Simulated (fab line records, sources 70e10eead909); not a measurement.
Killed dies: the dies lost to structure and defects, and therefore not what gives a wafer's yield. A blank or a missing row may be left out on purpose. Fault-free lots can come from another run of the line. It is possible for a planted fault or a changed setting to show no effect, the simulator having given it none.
Matching of chambers | flow nand-harc | NHARC_A_CHANNEL_FILL_D1_ETCHBACK_20 on rie-diel-13: 4 sister chambers
The step etches the open film in C4F8/O2/Ar, target depth 27 nm, time 13.5 s. 4 wafers are shown with their chamber, then 10 later ones without.

== EACH WAFER AND ITS CHAMBER ==
wafer  | chamber | rf-vpp-V (V)
L985.2 | 1       | 985
L990.5 | 3       | 983
L992.6 | 2       | 982
L993.4 | 0       | 986

== WAFERS WITHOUT THEIR CHAMBER ==
wafer  | rf-vpp-V (V)
L993.6 | 986
L999.2 | 984
L999.4 | 983
L999.6 | 983
L101.2 | 982
L101.3 | 984
L101.5 | 984
L106.3 | 985
L106.4 | 984
L106.5 | 986

== EACH ONE'S CHAMBER ==
wafer  | from the rows above               | in truth
L993.6 | can't be placed: 0 or 1           | 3
L999.2 | can't be placed: 1 or 3 or 0 or 2 | 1
L999.4 | can't be placed: 3 or 2           | 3
L999.6 | can't be placed: 3 or 2           | 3
L101.2 | can't be placed: 2 or 3           | 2
L101.3 | can't be placed: 1 or 3 or 0 or 2 | 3
L101.5 | can't be placed: 1 or 3 or 0 or 2 | 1
L106.3 | can't be placed: 1 or 0           | 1
L106.4 | can't be placed: 1 or 3 or 0 or 2 | 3
L106.5 | can't be placed: 0 or 1           | 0
Correct placement for 0 of the 10. Not placeable from these rows: 10 (in 9, the candidates include the true chamber). Wrongly placed: 0.
How it was worked out, from the rows above alone: a wafer's distance from a chamber is the root of the sum, over the readings, of the square of ((its reading less the chamber's mean) divided by the reading's scatter). The wafer belongs to the nearest chamber; if the next one is less than 2 further off, it can't be placed. Each chamber's mean is taken over the wafers shown for it. The scatter (one wafer shown for each chamber): square how far every hidden wafer sits from the nearest shown wafer, average those squares and take the square root.
